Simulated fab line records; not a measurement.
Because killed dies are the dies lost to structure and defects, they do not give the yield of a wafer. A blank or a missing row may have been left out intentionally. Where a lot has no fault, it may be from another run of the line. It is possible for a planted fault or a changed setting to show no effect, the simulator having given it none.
fab line records    flow nandHarc
record lots=6  wafers=18  lastDay=33
route steps=1302 shown A_CHANNEL_HOLE_D1@466 A_CHANNEL_FILL_D1@490 END@1302
lots that met no fault: taken from a fault-free run of the same line
startH: the number of hours between the record's first day and the start of the first shown wafer of the lot    waitH: time in hours since the lot's previous step    " same as the row above    L1.1+2: a single row standing in for several wafers    - value missing, or start not given    * or withheld: withheld    < > ~ a bound
route shown NAME@n: a module of which the file shows steps, and the number in the route of the first    usual: mean/standard deviation taken from wafers without a fault    same: alike in all rows    chamber/n: place in a boat    sites: per-site readings    _std_site: the standard deviation of these    _edge_site: the outer-site mean with the inner-site mean subtracted    radiusMm: how far each site lies from the wafer's centre    mask NAME#n: copy n    behind: the most recent tool/chamber to have shaped the wafer    hold: cause of the lot's hold/its duration in hours/its outcome    device: the transistor (n, p or np) that didn't switch    end of line: the route-end tests of the same wafers    a step given without rows: its recipe and nothing more    killed: the dies lost at the first sort to structure and to defects; this is not the yield of the wafer    map: the dies of a wafer, with x for killed, . for not killed, _ for no die there
set.NAME: the setting that was run; set.NAME@STEP: the one run at that earlier step    model.NAME: the simulator's own value behind a step, which no gauge read
a table for each step, a row for each wafer; lots at some steps of the route
services: from which hour (startH, from the record's first day; less than 0 if before it) a tool's chamber was out of use, for how many hours, and why
## steps
# step NHARC_A_CHANNEL_HOLE_D1_ETCH_38
# recipe targetDepthA=390  overEtchFrac=0.3  timeS=65  ionEnergyEv=80  cf4FlowSccm=150  arFlowSccm=0  rfW=300  biasW=100  chemistry=CF4
# step NHARC_A_CHANNEL_HOLE_D1_ETCH_39
# recipe targetDepthA=2600  overEtchFrac=0.3  timeS=325  ionEnergyEv=200  n2FlowSccm=150  h2FlowSccm=150  arFlowSccm=0  rfW=400  biasW=150  chemistry=N2/H2
# step NHARC_A_CHANNEL_HOLE_D1_ETCH_34
# recipe targetDepthA=1540  timeS=77  cf4FlowSccm=100  chf3FlowSccm=30  arFlowSccm=0  rfW=500  biasW=200  chemistry=CF4/CHF3
# step NHARC_A_CHANNEL_HOLE_D1_ETCH_16
# recipe targetDepthA=31000  overEtchFrac=0.3  timeS=806  ionEnergyEv=150  o2FlowSccm=400  cosFlowSccm=20  arFlowSccm=0  rfW=500  biasW=300  chemistry=O2/COS
# step NHARC_A_CHANNEL_HOLE_D1_CD_MEAS_18
# usual cdNm=100.2/2.4
lot.wafer  tool      chamber  startH  waitH  cdNm
L541.1     cdSem-01  -        211.50  -      103.0
L541.5     "         -        "       "      103.7
L541.6     "         -        "       "      103.0
L545.2     cdSem-02  -        260.06  -      103.7
L545.3     "         -        "       "      99.6
L545.5     "         -        "       "      100.7
L551.1     cdSem-01  -        325.46  -      95.2
L551.3     "         -        "       "      99.2
L551.5     "         -        "       "      100.0
L552.1     cdSem-01  -        326.37  -      100.1
L552.4     "         -        "       "      105.7
L552.5     "         -        "       "      100.7
L554.1     cdSem-02  -        348.08  -      97.0
L554.5     "         -        "       "      100.6
L554.6     "         -        "       "      97.5
L560.1     cdSem-02  -        410.89  -      99.0
L560.3     "         -        "       "      101.5
L560.6     "         -        "       "      101.4
# step NHARC_A_CHANNEL_HOLE_D1_ETCH_19
# recipe biasV=1200  sourceW=2500  pressureMtorr=15  timeS=34.5  arFlowSccm=375  c4f8FlowSccm=28.8  o2FlowSccm=96.2  tempC=-20  targetDepthA=*  chemistry=C4F8/O2/Ar
# step NHARC_A_CHANNEL_HOLE_D1_ETCH_20
# recipe biasV=3000  sourceW=withheld  pressureMtorr=20  timeS=361.9  arFlowSccm=375  c4f8FlowSccm=89.3  o2FlowSccm=35.7  tempC=-20  targetDepthA=16000  chemistry=C4F8/O2/Ar
# step NHARC_A_CHANNEL_HOLE_D1_ETCH_21
# recipe biasV=3000  sourceW=withheld  pressureMtorr=20  timeS=514.3  arFlowSccm=375  c4f8FlowSccm=89.3  o2FlowSccm=35.7  tempC=-20  targetDepthA=16000  chemistry=C4F8/O2/Ar
# usual drypumpMotorCurrentA=6.1/0.45  showerheadPlenumPTorr=3.65/0.11  throttleValvePct=32.155/0.0089
lot.wafer  tool        chamber  startH  waitH  drypumpMotorCurrentA  rfHoursCounterH  showerheadPlenumPTorr  throttleValvePct
L541.1     harEtch-02  1        212.00  0.3    5.7                   314              3.76                   32.155
L541.6     "           1        "       "      5.7                   -                3.76                   32.149
L541.5     "           0        "       "      5.6                   -                3.76                   32.148
L545.2     harEtch-02  0        261.13  0.6    5.6                   -                3.74                   32.150
L545.3     "           0        "       "      5.6                   -                3.74                   32.151
L545.5     "           0        "       "      5.6                   -                3.74                   32.170
L551.1     harEtch-01  1        326.03  0.3    6.6                   169              3.69                   32.155
L551.3     "           0        "       "      6.5                   -                3.46                   32.150
L551.5     "           0        "       "      6.4                   -                3.46                   32.138
L552.1     harEtch-02  1        326.95  0.3    5.7                   367              3.73                   32.137
L552.4     "           0        "       "      5.6                   -                3.72                   32.153
L552.5     "           0        "       "      5.6                   -                3.72                   32.164
L554.1     harEtch-02  1        348.58  0.3    5.7                   378              3.72                   32.164
L554.6     "           1        "       "      5.7                   -                3.72                   32.157
L554.5     "           0        "       "      5.6                   -                3.71                   32.162
L560.1     harEtch-02  0        415.95  0.3    5.6                   16               3.70                   32.139
L560.3     "           1        "       "      5.7                   -                3.70                   32.167
L560.6     "           0        "       "      5.6                   -                3.70                   32.159
# step NHARC_A_CHANNEL_HOLE_D1_ETCH_22
# recipe biasV=3000  sourceW=withheld  pressureMtorr=20  timeS=666.7  arFlowSccm=375  c4f8FlowSccm=89.3  o2FlowSccm=35.7  tempC=-20  targetDepthA=16000  chemistry=C4F8/O2/Ar
# step NHARC_A_CHANNEL_HOLE_D1_ETCH_23
# recipe biasV=5000  sourceW=withheld  pressureMtorr=20  timeS=819  arFlowSccm=375  c4f8FlowSccm=89.3  o2FlowSccm=35.7  tempC=-20  targetDepthA=16000  chemistry=C4F8/O2/Ar
# step NHARC_A_CHANNEL_HOLE_D1_ETCH_24
# recipe biasV=5000  sourceW=withheld  pressureMtorr=20  timeS=906.2  arFlowSccm=375  c4f8FlowSccm=93.8  o2FlowSccm=31.2  tempC=-20  targetDepthA=15000  chemistry=C4F8/O2/Ar
# usual drypumpMotorCurrentA=6.1/0.45  showerheadPlenumPTorr=3.65/0.11  throttleValvePct=32.235/0.0094
lot.wafer  tool        chamber  startH  waitH  drypumpMotorCurrentA  rfHoursCounterH  showerheadPlenumPTorr  throttleValvePct
L541.1     harEtch-02  1        213.70  0.6    5.7                   316              3.75                   32.237
L541.6     "           1        "       "      5.7                   -                3.75                   32.232
L541.5     "           0        "       "      5.6                   -                3.75                   32.214
L545.2     harEtch-02  0        264.65  1.2    5.6                   -                3.74                   32.252
L545.3     "           0        "       "      5.6                   -                3.74                   32.250
L545.5     "           0        "       "      5.6                   -                3.74                   32.237
L551.1     harEtch-01  1        327.80  0.6    6.6                   171              3.69                   32.241
L551.3     "           0        "       "      6.5                   -                3.46                   32.217
L551.5     "           0        "       "      6.4                   -                3.46                   32.217
L552.1     harEtch-02  1        328.72  0.6    5.7                   369              3.72                   32.215
L552.4     "           0        "       "      5.6                   -                3.71                   32.242
L552.5     "           0        "       "      5.6                   -                3.71                   32.244
L554.1     harEtch-02  1        350.28  0.6    5.6                   380              3.72                   32.236
L554.6     "           1        "       "      5.7                   -                3.72                   32.237
L554.5     "           0        "       "      5.6                   -                3.71                   32.228
L560.1     harEtch-02  0        417.64  0.6    5.6                   17               3.69                   32.236
L560.3     "           1        "       "      5.7                   -                3.70                   32.233
L560.6     "           0        "       "      5.6                   -                3.69                   32.238
# step NHARC_A_CHANNEL_HOLE_D1_ETCH_25
# recipe biasV=5000  sourceW=withheld  pressureMtorr=20  timeS=1040.2  arFlowSccm=375  c4f8FlowSccm=93.8  o2FlowSccm=31.2  tempC=-20  targetDepthA=15000  chemistry=C4F8/O2/Ar
# usual drypumpMotorCurrentA=6.1/0.45  showerheadPlenumPTorr=3.65/0.11  throttleValvePct=32.236/0.0089
lot.wafer  tool        chamber  startH  waitH  drypumpMotorCurrentA  rfHoursCounterH  showerheadPlenumPTorr  throttleValvePct
L541.1     harEtch-02  1        214.46  0.6    5.7                   316              3.75                   32.223
L541.6     "           1        "       "      5.7                   -                3.75                   32.231
L541.5     "           0        "       "      5.6                   -                3.75                   32.230
L545.2     harEtch-02  0        266.24  1.3    5.6                   -                3.74                   32.229
L545.3     "           0        "       "      5.6                   -                3.74                   32.257
L545.5     "           0        "       "      5.6                   -                3.74                   32.234
L551.1     harEtch-01  1        328.59  0.7    6.6                   171              3.68                   32.242
L551.3     "           0        "       "      6.5                   -                3.46                   32.230
L551.5     "           0        "       "      6.4                   -                3.46                   32.250
L552.1     harEtch-02  1        329.48  0.6    5.7                   370              3.72                   32.228
L552.4     "           0        "       "      5.6                   -                3.71                   32.233
L552.5     "           0        "       "      5.6                   -                3.71                   32.236
L554.1     harEtch-02  1        351.03  0.6    5.7                   381              3.71                   32.226
L554.6     "           1        "       "      5.7                   -                3.71                   32.240
L554.5     "           0        "       "      5.6                   -                3.71                   32.230
L560.1     harEtch-02  0        418.40  0.6    5.6                   18               3.69                   32.252
L560.3     "           1        "       "      5.7                   -                3.70                   32.237
L560.6     "           0        "       "      5.5                   -                3.69                   32.233
# step NHARC_A_CHANNEL_HOLE_D1_ETCH_26
# recipe biasV=300  sourceW=2000  pressureMtorr=30  timeS=224.1  arFlowSccm=375  c4f8FlowSccm=11.4  o2FlowSccm=113.6  tempC=-20  targetDepthA=3000  chemistry=C4F8/O2/Ar
# usual drypumpMotorCurrentA=6.1/0.45  rfFwdPowerW=1996.8/2.6  showerheadPlenumPTorr=3.69/0.12  throttleValvePct=24.583/0.0096
lot.wafer  tool        chamber  startH  waitH  drypumpMotorCurrentA  rfFwdPowerW  rfHoursCounterH  showerheadPlenumPTorr  throttleValvePct
L541.1     harEtch-02  1        215.35  0.7    5.7                   -            317              3.80                   24.576
L541.6     "           1        "       "      5.7                   -            -                3.80                   24.590
L541.5     "           0        "       "      5.5                   -            -                3.80                   24.588
L545.2     harEtch-02  0        267.78  1.2    5.5                   1994.9       -                3.79                   24.586
L545.3     "           0        "       "      5.6                   2000.9       -                3.79                   24.592
L545.5     "           0        "       "      5.5                   1999.6       -                3.79                   24.591
L551.1     harEtch-01  1        329.36  0.6    6.5                   -            172              3.73                   24.593
L551.3     "           0        "       "      6.5                   -            -                3.50                   24.581
L551.5     "           0        "       "      6.5                   -            -                3.50                   24.573
L552.1     harEtch-02  1        330.24  0.6    5.7                   -            370              3.77                   24.584
L552.4     "           0        "       "      5.6                   -            -                3.76                   24.581
L552.5     "           0        "       "      5.6                   -            -                3.76                   24.592
L554.1     harEtch-02  1        351.91  0.7    5.7                   -            382              3.77                   24.575
L554.6     "           1        "       "      5.7                   -            -                3.77                   24.581
L554.5     "           0        "       "      5.6                   -            -                3.76                   24.597
L560.1     harEtch-02  0        419.27  0.7    5.6                   -            19               3.74                   24.563
L560.3     "           1        "       "      5.7                   -            -                3.75                   24.585
L560.6     "           0        "       "      5.6                   -            -                3.74                   24.582
# step NHARC_A_CHANNEL_HOLE_D1_ETCH_33
# recipe biasV=400  sourceW=2000  pressureMtorr=25  timeS=90  arFlowSccm=375  c4f8FlowSccm=41.7  o2FlowSccm=83.3  tempC=-20  targetDepthA=4000  chemistry=C4F8/O2/Ar
# usual drypumpMotorCurrentA=6.1/0.45  rfFwdPowerW=1986/6.6  showerheadPlenumPTorr=3.69/0.11  throttleValvePct=27.620/0.0083
lot.wafer  tool        chamber  startH  waitH  drypumpMotorCurrentA  rfFwdPowerW  rfHoursCounterH  showerheadPlenumPTorr  throttleValvePct
L541.1     harEtch-02  1        215.55  0.2    5.7                   1992         317              3.80                   27.621
L541.6     "           1        "       "      5.7                   1990         -                3.80                   27.622
L541.5     "           0        "       "      5.6                   1982         -                3.80                   27.620
L545.2     harEtch-02  0        268.17  0.3    5.6                   1981         -                3.78                   27.618
L545.3     "           0        "       "      5.6                   1993         -                3.78                   27.602
L545.5     "           0        "       "      5.6                   1984         -                3.78                   27.612
L551.1     harEtch-01  1        329.56  0.2    6.5                   1993         172              3.73                   27.612
L551.3     "           0        "       "      6.5                   1983         -                3.49                   27.597
L551.5     "           0        "       "      6.5                   1986         -                3.49                   27.624
L552.1     harEtch-02  1        330.44  0.2    5.7                   1993         370              3.77                   27.621
L552.4     "           0        "       "      5.6                   1982         -                3.76                   27.615
L552.5     "           0        "       "      5.6                   1980         -                3.76                   27.629
L554.1     harEtch-02  1        352.10  0.2    5.7                   1997         382              3.76                   27.625
L554.6     "           1        "       "      5.7                   2001         -                3.76                   27.627
L554.5     "           0        "       "      5.6                   1986         -                3.75                   27.607
L560.1     harEtch-02  0        419.47  0.2    5.6                   1978         19               3.73                   27.638
L560.3     "           1        "       "      5.7                   1983         -                3.74                   27.615
L560.6     "           0        "       "      5.6                   1983         -                3.73                   27.612
# step NHARC_A_CHANNEL_HOLE_D1_STRIP_41
# recipe n2FlowSccm=150  h2FlowSccm=150  arFlowSccm=0  biasW=0  chemistry=N2/H2
# step NHARC_A_CHANNEL_HOLE_D1_STRIP_42
# recipe cf4FlowSccm=100  chf3FlowSccm=30  arFlowSccm=0  biasW=0  chemistry=CF4/CHF3
# step NHARC_A_CHANNEL_HOLE_D1_STRIP_43
# recipe o2FlowSccm=400  cosFlowSccm=20  arFlowSccm=0  biasW=0  chemistry=O2/COS
# step NHARC_A_CHANNEL_HOLE_D1_ETCH_44
# recipe targetDepthA=1400  overetchA=140  timeS=77  ionEnergyEv=100  cf4FlowSccm=80  o2FlowSccm=20  arFlowSccm=0  rfW=300  biasW=100  chemistry=CF4/O2
# step NHARC_A_CHANNEL_HOLE_D1_STRIP_27
# recipe o2FlowSccm=500  arFlowSccm=0  biasW=0  chemistry=O2
# step NHARC_A_CHANNEL_HOLE_D1_PRECLEAN_28
# recipe timeS=*  tempC=50  bathAgeMin=0  chemistry=SC1
# step NHARC_A_CHANNEL_HOLE_D1_SRD_29
# step NHARC_A_CHANNEL_HOLE_D1_CD_MEAS_30
# usual cdNm=89.8/1.1
lot.wafer  tool      chamber  startH  waitH  cdNm
L541.1     cdSem-02  -        217.08  -      89.7
L541.5     "         -        "       "      89.4
L541.6     "         -        "       "      87.7
L545.2     cdSem-02  -        269.84  -      89.9
L545.3     "         -        "       "      89.0
L545.5     "         -        "       "      89.0
L551.1     cdSem-03  -        331.06  -      91.3
L551.3     "         -        "       "      90.2
L551.5     "         -        "       "      91.0
L552.1     cdSem-02  -        331.94  -      91.9
L552.4     "         -        "       "      91.7
L552.5     "         -        "       "      90.2
L554.1     cdSem-02  -        353.67  -      90.2
L554.5     "         -        "       "      90.7
L554.6     "         -        "       "      91.2
L560.1     cdSem-02  -        421.01  -      89.7
L560.3     "         -        "       "      91.0
L560.6     "         -        "       "      91.8
# step NHARC_A_CHANNEL_HOLE_D1_XSEM_31
# recipe landingEnergyEv=35000
# usual botCdNm=74.3/1.2  bowNm=8.7/0.32  tiltDeg=0.07/0.038
lot.wafer  tool     chamber  startH  waitH  botCdNm  bowNm  tiltDeg
L541.1     xsem-02  0        217.18  0.1    73.9     9.2    0.04
L541.5     "        0        "       "      73.9     9.1    0.04
L541.6     "        0        "       "      72.6     9.2    0.04
L545.2     xsem-02  0        269.94  0.1    74.8     8.8    0.01
L545.3     "        0        "       "      74.2     8.8    0.01
L545.5     "        0        "       "      74.2     8.8    0.01
L551.1     xsem-01  0        331.15  0.1    74.8     8.8    0.02
L551.3     "        0        "       "      74.1     8.9    0.02
L551.5     "        0        "       "      74.9     8.9    0.02
L552.1     xsem-02  0        332.04  0.1    76.1     8.7    0.09
L552.4     "        0        "       "      75.7     8.6    0.09
L552.5     "        0        "       "      75.2     8.6    0.09
L554.1     xsem-01  0        353.75  0.1    74.9     8.1    0.09
L554.5     "        0        "       "      75.1     8.2    0.09
L554.6     "        0        "       "      75.8     8.1    0.09
L560.1     xsem-01  0        421.09  0.1    73.3     8.9    0.06
L560.3     "        0        "       "      75.1     8.8    0.06
L560.6     "        0        "       "      75.8     8.9    0.06
# step NHARC_A_CHANNEL_HOLE_D1_INSPECT_40
# usual rawDefectCount=68/27
lot.wafer  tool              chamber  startH  waitH  rawDefectCount
L541.1     defectInspect-01  -        217.27  -      78
L541.5     "                 -        "       "      100
L541.6     "                 -        "       "      68
L545.2     defectInspect-01  -        270.03  -      76
L545.3     "                 -        "       "      107
L545.5     "                 -        "       "      75
L551.1     defectInspect-01  -        331.24  -      50
L551.3     "                 -        "       "      57
L551.5     "                 -        "       "      37
L552.1     defectInspect-01  -        332.13  -      595
L552.4     "                 -        "       "      562
L552.5     "                 -        "       "      577
L554.1     defectInspect-01  -        353.85  -      600
L554.5     "                 -        "       "      601
L554.6     "                 -        "       "      624
L560.1     defectInspect-02  -        421.19  -      55
L560.3     "                 -        "       "      56
L560.6     "                 -        "       "      36
# step NHARC_A_CHANNEL_FILL_D1_PRECLEAN_00
# recipe timeS=*  tempC=50  bathAgeMin=0  chemistry=SC1
# step NHARC_END_SORT_01
# recipe tempC=25
# usual killedAtArray=55/20  killedAtOther=1.2/1.3  killedAtPeriphery=4.0/3  killedDies=60/21  killedOpen=3.2/1.9  killedShort=2.5/1.6
# same grossDies=677
lot.wafer  tool       chamber  startH  waitH  killedAtArray  killedAtOther  killedAtPeriphery  killedDies  killedOpen  killedShort
L551.1     prober-01  0        701.52  2.5    42             0              3                  45          1           6
L551.3     prober-01  0        703.12  3.1    51             0              3                  54          0           0
L551.5     prober-01  0        704.73  3.7    53             0              1                  54          0           2
L552.1     prober-02  0        714.68  2.5    95             2              4                  101         3           2
L552.4     prober-02  0        717.13  3.5    95             3              4                  102         5           3
L552.5     prober-02  0        717.95  3.8    89             0              1                  90          3           3
L554.1     prober-02  0        723.74  2.5    122            1              3                  126         5           1
L554.5     prober-02  0        726.94  3.7    127            0              5                  132         2           5
L554.6     prober-02  0        727.74  4.0    144            0              1                  145         6           1
# killed by level:class
L551.1 A_CHANNEL_HOLE_D2:chamberFilmFlake=14 A_CHANNEL_HOLE_D1:chamberFilmFlake=11 A_CONTACT:chamberFilmFlake=4 A_CHANNEL_FILL_D2:chamberFilmFlake=3 A_CHANNEL_HOLE_D2:geometricParticle:short=2 A_SLIT:chamberFilmFlake=2 A_M0:chamberFilmFlake=2 P_STI:geometricParticle:short=1
L551.3 A_CHANNEL_HOLE_D2:chamberFilmFlake=22 A_CHANNEL_HOLE_D1:chamberFilmFlake=10 A_STAIRCASE:chamberFilmFlake=6 A_CONTACT:chamberFilmFlake=5 A_SLIT:chamberFilmFlake=4 P_STI:chamberFilmFlake=2 A_CHANNEL_FILL_D2:chamberFilmFlake=2 P_GATE:chamberFilmFlake=1
L551.5 A_CHANNEL_HOLE_D2:chamberFilmFlake=18 A_CHANNEL_HOLE_D1:chamberFilmFlake=13 A_SLIT:chamberFilmFlake=7 A_STAIRCASE:chamberFilmFlake=4 A_CONTACT:chamberFilmFlake=3 A_DECK1_JOINT:chamberFilmFlake=2 A_CHANNEL_FILL_D2:chamberFilmFlake=2 A_M0:chamberFilmFlake=2
L552.1 A_CHANNEL_HOLE_D1:unspecified=75 A_CHANNEL_HOLE_D1:chamberFilmFlake=8 P_ZERO_WELL:chamberFilmFlake=3 A_CONTACT:chamberFilmFlake=3 A_SGD_CUT:chamberFilmFlake=2 THIN_TSV:chamberFilmFlake=2 P_GATE:geometricParticle:short=1 A_CHANNEL_FILL_D1:geometricParticle:open=1
L552.4 A_CHANNEL_HOLE_D1:unspecified=65 A_CHANNEL_HOLE_D1:chamberFilmFlake=10 A_SLIT:chamberFilmFlake=7 THIN_TSV:chamberFilmFlake=3 A_CHANNEL_FILL_D1:geometricParticle:short=2 P_ZERO_WELL:chamberFilmFlake=2 A_STAIRCASE:chamberFilmFlake=2 A_CONTACT:chamberFilmFlake=2
L552.5 A_CHANNEL_HOLE_D1:unspecified=66 A_CHANNEL_HOLE_D1:chamberFilmFlake=12 A_SLIT:chamberFilmFlake=3 A_CHANNEL_HOLE_D1:geometricParticle:short=2 A_STAIRCASE:chamberFilmFlake=2 P_M0:geometricParticle:open=1 A_DECK1_JOINT:geometricParticle:open=1 A_SGD_CUT:geometricParticle:short=1
L554.1 A_CHANNEL_HOLE_D1:unspecified=71 A_SLIT:chamberFilmFlake=23 A_CHANNEL_HOLE_D1:chamberFilmFlake=8 A_CONTACT:chamberFilmFlake=7 A_ONON_D2:geometricParticle:open=2 P_GATE:chamberFilmFlake=2 A_STAIRCASE:chamberFilmFlake=2 A_WL_FILL:chamberFilmFlake=2
L554.5 A_CHANNEL_HOLE_D1:unspecified=71 A_SLIT:chamberFilmFlake=31 A_CHANNEL_HOLE_D1:chamberFilmFlake=9 A_CONTACT:chamberFilmFlake=6 A_WL_FILL:chamberFilmFlake=3 A_M0:geometricParticle:short=2 P_CONTACT:chamberFilmFlake=2 P_M0:geometricParticle:open=1
L554.6 A_CHANNEL_HOLE_D1:unspecified=85 A_SLIT:chamberFilmFlake=31 A_CHANNEL_HOLE_D1:chamberFilmFlake=7 A_STAIRCASE:chamberFilmFlake=5 A_CONTACT:chamberFilmFlake=4 A_WL_FILL:chamberFilmFlake=3 A_CHANNEL_FILL_D2:geometricParticle:open=2 A_M0:chamberFilmFlake=2
## services
tool        chamber  startH  hours  kind
harEtch-02  1        257.74  -      consumableReplace:esc
harEtch-02  1        257.74  17.0   scheduledDown
harEtch-02  1        257.74  17.0   ventCycle
harEtch-01  -        362.35  4.3    repair
xsem-01     -        374.00  14.0   pm
harEtch-02  -        377.00  17.0   pm
harEtch-02  0        377.00  17.0   ventCycle
harEtch-02  1        377.00  17.0   ventCycle
harEtch-02  0        394.00  -      clean
harEtch-02  0        394.00  -      consumableReplace:focusRing
harEtch-02  1        394.00  -      clean
harEtch-02  1        394.00  -      consumableReplace:focusRing
xsem-02     -        410.70  7.6    repair
## key
firstSign step=NHARC_A_CHANNEL_HOLE_D1_INSPECT_40  reading=rawDefectCount  direction=up  sigmas=20  usual=68  struck=593
effect step=NHARC_END_SORT_01  reading=killedAtArray  direction=up  sigmas=2.8  usual=55  struck=112  wafersMoved=5
moreKillsBornAt NHARC_A_CHANNEL_HOLE_D1_ETCH_26@harEtch-02=284
metAt NHARC_A_CHANNEL_HOLE_D1_ETCH_26
struckWafers L552.1,L552.4,L552.5,L554.1,L554.5,L554.6
testerLeftOut L552,L554
onsetBetween 267.78 330.24
fault kind=chamberParticleSource  tool=harEtch-02  chamber=-  onsetH=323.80  steps=NHARC_A_CHANNEL_HOLE_D1_ETCH_26  ratePerVisitCm2=0.74114  endH=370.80
# testerLeftOut: of these lots the tester's yield and bins aren't shown, on N5 and GAA mostly nor the transistor test; their killed dies are dies lost to structure and defects alone, not to doping, threshold or leakage, so they don't give the yield
